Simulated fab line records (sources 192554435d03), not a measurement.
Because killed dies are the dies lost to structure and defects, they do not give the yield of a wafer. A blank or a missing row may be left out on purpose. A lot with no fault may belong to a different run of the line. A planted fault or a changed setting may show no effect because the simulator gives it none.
Matching of chambers | flow n5_finfet | N5_BEOL_M0_SAQP_ETCH_107 on rie_diel-02 has 4 sister chambers
The step etches SiNx in CH3F/O2, target depth 30 nm. 18 wafers are shown with their chamber, then 9 later ones without.

== WAFERS WITH THEIR CHAMBER ==
wafer  | chamber | showerhead_plenum_p_Torr (Torr) | drypump_motor_current_A (A) | throttle_valve_pct (%)
L075.2 | 1       | 2.08                            | 5.7                         | 16.33
L075.3 | 3       | 1.92                            | 6.5                         | 16.42
L075.5 | 0       | 2.01                            | 6.5                         | 16.61
L078.3 | 0       | 2.01                            | 6.6                         | 16.60
L078.4 | 2       | 1.98                            | 5.8                         | 16.48
L078.6 | 2       | 1.98                            | 5.9                         | 16.50
L080.3 | 1       | 2.07                            | 5.7                         | 16.34
L080.4 | 3       | 1.92                            | 6.5                         | 16.43
L080.5 | 0       | 2.00                            | 6.5                         | 16.62
L082.1 | 0       | 2.00                            | 6.6                         | 16.62
L082.2 | 1       | 2.07                            | 5.7                         | 16.36
L082.4 | 2       | 1.98                            | 5.8                         | 16.52
L085.1 | 1       | 2.07                            | 5.7                         | 16.36
L085.2 | 0       | 2.00                            | 6.5                         | 16.64
L085.6 | 1       | 2.07                            | 5.7                         | 16.35
L088.1 | 1       | 2.07                            | 5.7                         | 16.36
L088.3 | 0       | 2.00                            | 6.5                         | 16.64
L088.5 | 2       | 1.98                            | 5.8                         | 16.51

SIGNATURES (averages over the wafers above)
reading                  | chamber 0 | chamber 1 | chamber 2 | chamber 3 | scatter within a chamber
showerhead_plenum_p_Torr | 2.0033    | 2.0717    | 1.9800    | 1.9200    | 0.00393
drypump_motor_current_A  | 6.533     | 5.700     | 5.825     | 6.500     | 0.0386
throttle_valve_pct       | 16.6217   | 16.3500   | 16.5025   | 16.4250   | 0.0147
Rule: a wafer's distance from a chamber is the root of the sum, over the readings, of the square of ((its reading less the chamber's mean) divided by the reading's scatter). The wafer belongs to the nearest chamber; if the next one is less than 2 further off, it can't be placed. How the scatter is found: for the shown wafers, subtract from each reading the mean of its chamber, square and add these, divide the total by (wafers less chambers), then take the root.

== WAFERS WHOSE CHAMBER IS MISSING ==
wafer  | showerhead_plenum_p_Torr (Torr) | drypump_motor_current_A (A) | throttle_valve_pct (%)
L091.2 | 2.00                            | 6.6                         | 16.66
L091.4 | 2.07                            | 5.7                         | 16.37
L091.5 | 1.91                            | 6.6                         | 16.46
L095.3 | 1.91                            | 6.5                         | 16.47
L095.4 | 2.00                            | 6.5                         | 16.68
L095.5 | 1.91                            | 6.5                         | 16.47
L096.2 | 1.91                            | 6.5                         | 16.47
L096.3 | 2.00                            | 6.5                         | 16.67
L096.5 | 1.97                            | 5.8                         | 16.55

== WHICH CHAMBER EACH WENT THROUGH ==
wafer  | from the rows above | in truth
L091.2 | 0                   | 0
L091.4 | 1                   | 1
L091.5 | 3                   | 3
L095.3 | 3                   | 3
L095.4 | 0                   | 0
L095.5 | 3                   | 3
L096.2 | 3                   | 3
L096.3 | 0                   | 0
L096.5 | 2                   | 2
Correct placement for 9 of the 9. Not placeable from these rows: 0. 0 placed wrongly.
